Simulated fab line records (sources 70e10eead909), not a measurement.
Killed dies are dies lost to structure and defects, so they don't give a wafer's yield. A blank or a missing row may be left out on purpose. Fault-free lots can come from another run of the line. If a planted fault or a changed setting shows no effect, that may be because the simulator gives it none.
The tool behind it: which one?    flow nand-harc    6 lots, 18 wafers sampled, at 2 steps of a route of 1302

== WHAT THE GAUGES SHOWED, per wafer ==
NHARC_P_STI_INSPECT_11.
lot   measured      on                 raw-defect-count
L798  day 4 00:15   defect-inspect-02  7 14 6
L800  day 4 20:16   defect-inspect-02  7 11 10
L804  day 6 14:41   defect-inspect-01  5 2 4
L806  day 7 12:17   defect-inspect-01  3 13 10
L809  day 8 17:30   defect-inspect-02  661 631 646
L813  day 10 13:04  defect-inspect-01  6 7 1

== TOOL THAT RAN EACH LOT (tool first, then ch and the chambers of the sampled wafers, then the start) ==
lot   NHARC_P_STI_ETCH_26
L798  wet-bench-05 ch 1,2,5, day 3 09:38
L800  wet-bench-04 ch 3,5,6, day 4 05:14
L804  wet-bench-05 ch 2,5,6, day 5 21:29
L806  wet-bench-03 ch 0,1,5, day 6 18:22
L809  wet-bench-05 ch 2,5,7, day 7 23:39
L813  wet-bench-04 ch 4,5,6, day 9 15:47
- NHARC_P_STI_ETCH_26: etches SiO2 in dHF, target depth 11 nm.

== THE ANSWER, worked out from the rows above alone ==
Rule: usual is defined by the lots themselves. The widest of any qualifying gaps counts: lots, ordered by their means at a reading, are off when they make up no more than a third of the lots, leave a main group of 4 or more, and stand apart from it by 3 or more times the standard deviation of that group's means. A main group whose means are all the same, to the digits that the tables above print for the reading, isn't used. A lot without any number at a reading at which 4 lots or more have one is off too. The other lots that the step has rows for count as sound.
Off: L809, at NHARC_P_STI_INSPECT_11 (raw-defect-count). The main group has a mean of 7.1 with a standard deviation of 2.4.
If a tool, at a process step before that reading, ran all the lots that are off and no sound lot after the first of them, it fits. Gauges at NHARC_P_STI_INSPECT_11: tried the same way as those tools. Can't be told from this: 2 tools fit, wet-bench-05 at NHARC_P_STI_ETCH_26, defect-inspect-02 at NHARC_P_STI_INSPECT_11.

== WHAT THE SIMULATOR HAD PUT IN ==
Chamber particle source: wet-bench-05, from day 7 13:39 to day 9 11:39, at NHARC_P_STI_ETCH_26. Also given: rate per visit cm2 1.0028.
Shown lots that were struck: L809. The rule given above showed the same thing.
